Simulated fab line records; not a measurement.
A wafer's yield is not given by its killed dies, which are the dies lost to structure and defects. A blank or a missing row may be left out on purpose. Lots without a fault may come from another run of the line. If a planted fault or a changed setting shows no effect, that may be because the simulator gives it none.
Check for tools in common ; flow nand_harc ; 14 lots, 42 wafers sampled

REASON IT WAS OPENED
Flagged at NHARC_A_ONON_D2_THK_MEAS_11: reading thk_nm, on 2 of 14 lots. No-fault wafers: 1001 nm, standard deviation 11.
Rule: a lot is flagged in two cases, either no wafer of it has a number, or all its wafers with numbers fall more than 4 standard deviations from that mean. As for the other lots, they are considered sound.

lot;measured;on;thk_nm (nm), wafer by wafer;flag
L917;day 13 00:21;film_metro-01;1020 1019 1018;
L918;day 13 04:34;film_metro-01;997 997 996;
L920;day 14 08:54;film_metro-02;990 990 989;
L922;day 15 04:20;film_metro-01;1394 1392 1393;FLAGGED
L923;day 15 12:15;film_metro-02;995 997 997;
L924;day 16 11:17;film_metro-01;1392 1392 1394;FLAGGED
L930;day 18 14:02;film_metro-01;978 979 978;
L932;day 19 05:39;film_metro-01;1013 1012 1012;
L935;day 20 06:15;film_metro-01;1009 1009 1008;
L934;day 20 06:36;film_metro-02;1001 1000 1002;
L936;day 20 21:01;film_metro-01;1026 1026 1028;
L937;day 21 11:51;film_metro-02;1006 1008 1005;
L939;day 21 22:44;film_metro-02;989 989 991;
L938;day 21 22:56;film_metro-02;993 994 993;
The mean of the flagged lots' numbers is 1393 nm, +392 nm from the usual (+36 standard deviations).

WHICH TOOL RAN EACH LOT
The record keeps 1 process step preceding the reading, out of 1302 steps on the route. Each cell gives the tool, then ch followed by the chambers the sampled wafers passed through, then the start.
lot;flag;NHARC_A_ONON_D2_DEP_09
L917;;pecvd_onon-04 ch 0, day 13 00:01
L918;;pecvd_onon-02 ch 0, day 13 04:10
L920;;pecvd_onon-01 ch 0, day 14 08:34
L922;FLAGGED;pecvd_onon-01 ch 0, day 15 03:56
L923;;pecvd_onon-02 ch 0, day 15 11:48
L924;FLAGGED;pecvd_onon-01 ch 0, day 16 10:46
L930;;pecvd_onon-04 ch 0, day 18 13:38
L932;;pecvd_onon-01 ch 0, day 19 05:08
L935;;pecvd_onon-04 ch 0, day 20 05:45
L934;;pecvd_onon-04 ch 0, day 20 06:05
L936;;pecvd_onon-02 ch 0, day 20 20:38
L937;;pecvd_onon-02 ch 0, day 21 11:24
L939;;pecvd_onon-02 ch 0, day 21 22:24
L938;;pecvd_onon-01 ch 0, day 21 22:29
What is done by these steps:
- NHARC_A_ONON_D2_DEP_09: target thk 1000 nm.
- NHARC_A_ONON_D2_THK_MEAS_11: measures by ellipsometry.

FLAGGED OVER TOTAL, TOOL BY TOOL (the gauges that took the reading come last)
step;tool;lots run;flagged;share of the flagged lots;sound lots run after its first flagged lot
NHARC_A_ONON_D2_DEP_09;pecvd_onon-01;5;2;all;2 (L932,L938)
NHARC_A_ONON_D2_DEP_09;pecvd_onon-02;5;0;none;-
NHARC_A_ONON_D2_DEP_09;pecvd_onon-04;4;0;none;-
NHARC_A_ONON_D2_THK_MEAS_11;film_metro-01;8;2;all;4 (L930,L932,L935,L936)
NHARC_A_ONON_D2_THK_MEAS_11;film_metro-02;6;0;none;-

WHAT IS ALLOWED BY THE TABLE
2 rows of the table ran every flagged lot: pecvd_onon-01 at NHARC_A_ONON_D2_DEP_09, film_metro-01 at NHARC_A_ONON_D2_THK_MEAS_11.
- pecvd_onon-01 at NHARC_A_ONON_D2_DEP_09: 2 of its 5 lots flagged. Lots that were sound ran on it after the first flagged one (L932, L938); a persistent fault on the entire tool would not allow that.
- film_metro-01 at NHARC_A_ONON_D2_THK_MEAS_11: 2 of its 8 lots flagged. Lots that were sound ran on it after the first flagged one (L930, L932, L935, L936); a persistent fault on the entire tool would not allow that.
None of the table's rows ran every flagged lot and, after the first, no sound lot.

WHAT THE SIMULATOR PUT IN
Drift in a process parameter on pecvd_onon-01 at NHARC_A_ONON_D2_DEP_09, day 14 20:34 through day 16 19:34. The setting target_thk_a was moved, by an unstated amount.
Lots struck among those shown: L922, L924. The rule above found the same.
